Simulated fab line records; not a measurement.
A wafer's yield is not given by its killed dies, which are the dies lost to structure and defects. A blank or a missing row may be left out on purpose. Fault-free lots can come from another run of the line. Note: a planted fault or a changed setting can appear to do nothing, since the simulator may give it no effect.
Split-lot trial | flow n5 finfet | on a route of 1938 steps: 7 lots, 21 wafers read

ABOUT THE SPLIT
At N5_BEOL_M14_SPUTTER_43 (material TaN, target thk 15 nm, time 24.19 s), the setting time s was moved away from the recipe's 24.19 s on 8 of the 21 wafers read, by -12.9% to +11.5%. The other wafers ran this setting at the recipe's value.

The reading comes from the split's own step.

THE READING
TaN_of_BEOL_M14_SPUTTER_43.thk nm (the simulator's own value, which no gauge read), in nm, at N5_BEOL_M14_SPUTTER_43 (material TaN, target thk 15 nm, time 24.19 s). The file does not state a usual value for it. Average 15.1 nm, standard deviation 0.2 nm, over the 13 wafers here run with the recipe.

wafer  | tool, chamber at the split | time s as run, s | against the recipe | TaN_of_BEOL_M14_SPUTTER_43.thk nm, nm | against lot-mates on the recipe
L076.1 | pvd sputter-03, -          | 24.19            | recipe             | 15                                    | -
L076.5 | pvd sputter-03, -          | 24.19            | recipe             | 15                                    | -
L076.4 | pvd sputter-03, -          | 24.19            | recipe             | 15.2                                  | -
L080.1 | pvd sputter-01, -          | 26.98            | +11.5%             | 16.4                                  | no lot-mate on the recipe
L080.2 | pvd sputter-01, -          | 26.98            | +11.5%             | 16.4                                  | no lot-mate on the recipe
L080.4 | pvd sputter-01, -          | 26.98            | +11.5%             | 16.2                                  | no lot-mate on the recipe
L081.3 | pvd sputter-02, -          | 24.19            | recipe             | 15.4                                  | -
L081.4 | pvd sputter-02, -          | 24.19            | recipe             | 15.4                                  | -
L081.5 | pvd sputter-02, -          | 24.19            | recipe             | 15.2                                  | -
L090.4 | pvd sputter-03, -          | 24.19            | recipe             | 14.8                                  | -
L090.5 | pvd sputter-03, -          | 24.19            | recipe             | 14.8                                  | -
L090.6 | pvd sputter-03, -          | 24.19            | recipe             | 15                                    | -
L091.2 | pvd sputter-02, -          | 24.19            | recipe             | 15.2                                  | -
L091.6 | pvd sputter-02, -          | 24.19            | recipe             | 15.2                                  | -
L091.3 | pvd sputter-02, -          | 25.99            | +7.4%              | 16.6                                  | +1.4
L092.2 | pvd sputter-02, -          | 21.06            | -12.9%             | 13                                    | -1.8
L092.5 | pvd sputter-02, -          | 21.06            | -12.9%             | 13                                    | -1.8
L092.4 | pvd sputter-02, -          | 24.19            | recipe             | 14.8                                  | -
L097.2 | pvd sputter-01, -          | 21.48            | -11.2%             | 13.6                                  | -1.4
L097.4 | pvd sputter-01, -          | 21.48            | -11.2%             | 13.6                                  | -1.4
L097.3 | pvd sputter-01, -          | 24.19            | recipe             | 15                                    | -

FIT RESULTS
A straight line over all 21 wafers: TaN_of_BEOL_M14_SPUTTER_43.thk nm changes by +0.136 nm for each +1% of time s; r = +0.97; the points scatter about the line by 0.26 nm.
The same after taking each lot's own level away (the mean of its wafers on the recipe; 18 wafers): +0.14 nm for each +1%; r = +0.99; scatter 0.12 nm.
That fit puts the effect of the largest move of time s on the reading at 1.8 nm.
The span of the lots' own levels, 14.80 to 15.33 nm, comes to 2.7 times the standard deviation stated above.
The two slopes are in agreement: the lot-to-lot level therefore moves the slope only a little.
Check: with one of the wafers moved furthest among these (-12.9%) left out of the fit, the line predicts -1.77 nm for it against its lot-mates. It came out at -1.8 nm against them.

FURTHER SPLITS ON THESE WAFERS
These wafers also went through other splits before the reading. Each is held against what the fit with the lots' levels taken away leaves over:
other split on the same wafers | wafers away from the commonest value | r with TaN_of_BEOL_M14_SPUTTER_43.thk nm (lot level and that fit taken away)
N5_BEOL_M11_EXPOSE_08 dose mj  | 6                                    | -0.15
N5_BEOL_M12_ILD_DEP_00 time s  | 6                                    | -0.08
N5_BEOL_M13_EXPOSE_07 dose mj  | 7                                    | +0.29

FILE'S OWN FIT
TaN_of_BEOL_M14_SPUTTER_43.thk nm changes by +0.142 nm for each +1% of time s, r = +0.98.
